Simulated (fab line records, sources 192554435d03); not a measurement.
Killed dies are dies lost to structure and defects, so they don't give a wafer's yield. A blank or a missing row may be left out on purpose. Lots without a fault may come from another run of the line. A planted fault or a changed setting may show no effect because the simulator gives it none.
Chamber matching | flow n5_finfet | N5_HKMG_FIN_ALD_21 on ald_metal-02: 4 sister chambers
The step deposits TiN, target thk 1.5 nm, pulse time 1 s, purge time 3 s. 8 wafers are shown with their chamber, then 8 later ones without.

WAFERS WITH THEIR CHAMBER
wafer  | chamber | heater_power_w (W) | susceptor_temp_C (C)
L087.2 | 1       | 925                | 399.91
L087.5 | 3       | 879                | 399.78
L088.2 | 2       | 984                | 399.61
L088.4 | 3       | 883                | 400.35
L090.2 | 0       | 827                | 399.85
L090.4 | 2       | 974                | 399.78
L090.6 | 0       | 823                | 399.86
L091.2 | 1       | 886                | 399.66

WAFERS WITHOUT THEIR CHAMBER
wafer  | heater_power_w (W) | susceptor_temp_C (C)
L091.4 | 972                | 400.01
L091.6 | 919                | 399.92
L093.1 | 935                | 400.08
L093.2 | 969                | 400.01
L093.5 | 839                | 399.95
L096.1 | 847                | 400.14
L096.4 | 912                | 400.08
L096.6 | 834                | 399.98

WHICH CHAMBER EACH WENT THROUGH
wafer  | from the rows above          | in truth
L091.4 | 2                            | 2
L091.6 | can't be placed: 1 or 3      | 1
L093.1 | can't be placed: 1 or 2 or 3 | 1
L093.2 | 2                            | 2
L093.5 | can't be placed: 0 or 3      | 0
L096.1 | can't be placed: 0 or 3      | 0
L096.4 | can't be placed: 1 or 3      | 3
L096.6 | 0                            | 0
Placed correctly: 3 of 8. Can't be placed from these rows: 5 (the true chamber is among the candidates in 5). Placed wrongly: 0.
How it was worked out, from the rows above alone: a wafer's distance from a chamber is the root of the sum, over the readings, of the square of ((its reading less the chamber's mean) divided by the reading's scatter). The wafer belongs to the nearest chamber; if the next one is less than 2 further off, it can't be placed. A chamber's mean is the mean of its shown wafers. The scatter: the root of (the sum of the squares of (reading less its chamber's mean) over the shown wafers, divided by (wafers less chambers)).
